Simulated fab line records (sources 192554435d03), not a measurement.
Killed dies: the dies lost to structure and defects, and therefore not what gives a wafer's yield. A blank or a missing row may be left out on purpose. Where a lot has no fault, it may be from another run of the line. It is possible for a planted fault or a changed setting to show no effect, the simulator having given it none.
3 desks looking at one fault -- flow n5_finfet -- only its own numbers are on each desk; what lay behind them is given at the end

THE DEFECT DESK
Inspection counts along the route, by lot: the mean over sampled wafers that carry a number. Marked OUT: a lot whose mean sits more than 4 standard deviations from the usual mean, which makes it out of limits; the brackets give that distance.
Columns: A = raw_defect_count at N5_PMOS_HMC_CHANNEL_EPI_INSPECT_30, usual 20
lot,first seen here,A
L592,day 2 15:54,16
L594,day 3 02:46,26
L596,day 3 14:26,20
L599,day 4 08:47,24
L600,day 4 14:26,25
L603,day 5 08:37,21
L605,day 5 20:14,22
L610,day 7 02:47,16
L611,day 7 08:54,16
This desk's verdict: no lot among the 9 shows anything out of limits.

METROLOGY DESK
What the gauges read, lot by lot, whatever tool the lot ran on: means of the sampled wafers that have a number. Marked OUT: a lot whose mean sits more than 4 standard deviations from the usual mean, which makes it out of limits; the brackets give that distance. 7 of its 11 readings are shown: the first one out of limits and those lying furthest out on some lot.
Columns: A = cd_nm at N5_FIN_SAQP_CD_MEAS_16, usual 35.5 nm; B = DIBL_N at N5_BEOL_M4_RC_MEAS_101, usual 36.2 mV/V; C = DIBL_P at N5_BEOL_M4_RC_MEAS_101, usual 36.3 mV/V; D = IOFF_N at N5_BEOL_M4_RC_MEAS_101, usual 0.155 nA/um; E = ION_P at N5_BEOL_M4_RC_MEAS_101, usual 465 uA/um; F = SS_N at N5_BEOL_M4_RC_MEAS_101, usual 71.4 mV/dec; G = VT_P at N5_BEOL_M4_RC_MEAS_101, usual -250 mV
lot,first seen here,A,B,C,D,E,F,G
L592,day 2 17:14,36.3,34.4,34.7,0.133,464,70.5,-251
L594,day 3 04:06,35.2,37.0,36.4,0.152,460,71.3,-252
L596,day 3 15:45,35.5,35.5,36.1,0.148,466,71.4,-254
L599,day 4 10:25,35.8,36.0,35.6,0.151,471,71.2,-246
L600,day 4 15:44,35.5,36.4,36.3,0.174,469,71.6,-249
L603,day 5 11:22,35.6,35.3,37.1,0.159,468,71.3,-248
L605,day 5 21:34,30.2 (-16) OUT,35.7,36.4,0.152,453,72.4,-254
L610,day 7 04:14,35.4,37.4,36.6,0.153,463,71.5,-249
L611,day 7 10:06,35.4,37.0,36.7,0.173,466,71.4,-251
This desk finds L605 out of limits, L605 being first, at day 5 21:34 (cd_nm at N5_FIN_SAQP_CD_MEAS_16). L592, L594, L596, L599, L600, L603, L610, L611: within limits.

FOR THE TOOL OWNER'S DESK: arfi_scanner-01
The tool's own readings at N5_FIN_SAQP_EXPOSE_13 (exposes mask FIN CORE, target cd 35.6 nm): means of the sampled wafers that have a number, for each lot that ran on this tool. Marked OUT: a lot whose mean sits more than 4 standard deviations from the usual mean, which makes it out of limits; the brackets give that distance.
Columns: A = exposure_dose_mJ_cm2 at N5_FIN_SAQP_EXPOSE_13, usual 63.21
lot,first seen here,A
L594,day 3 03:58,63.15
L599,day 4 10:17,63.22
L600,day 4 15:36,63.19
L605,day 5 21:27,60.49 (-36) OUT
This desk finds L605 out of limits, L605 being first, at day 5 21:27 (exposure_dose_mJ_cm2 at N5_FIN_SAQP_EXPOSE_13). L594, L599, L600: within limits.

PUT TOGETHER
At day 5 21:27, on L605, the tool owner's desk was in a position to raise an alarm.
An alarm was possible from the metrology desk at day 5 21:34, on L605.
The defect desk saw nothing out of limits.
The defect desk has L605 on record, within its limits.
Every lot named ran N5_FIN_SAQP_EXPOSE_13 on arfi_scanner-01.

WHAT THE SIMULATOR HAD PUT IN
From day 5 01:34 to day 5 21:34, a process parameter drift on arfi_scanner-01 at N5_FIN_SAQP_EXPOSE_13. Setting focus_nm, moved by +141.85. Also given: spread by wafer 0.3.
Lots struck among those shown: L605.
Fault start to first reading out of limits, in hours, per desk: tool owner, 20; metrology, 20.
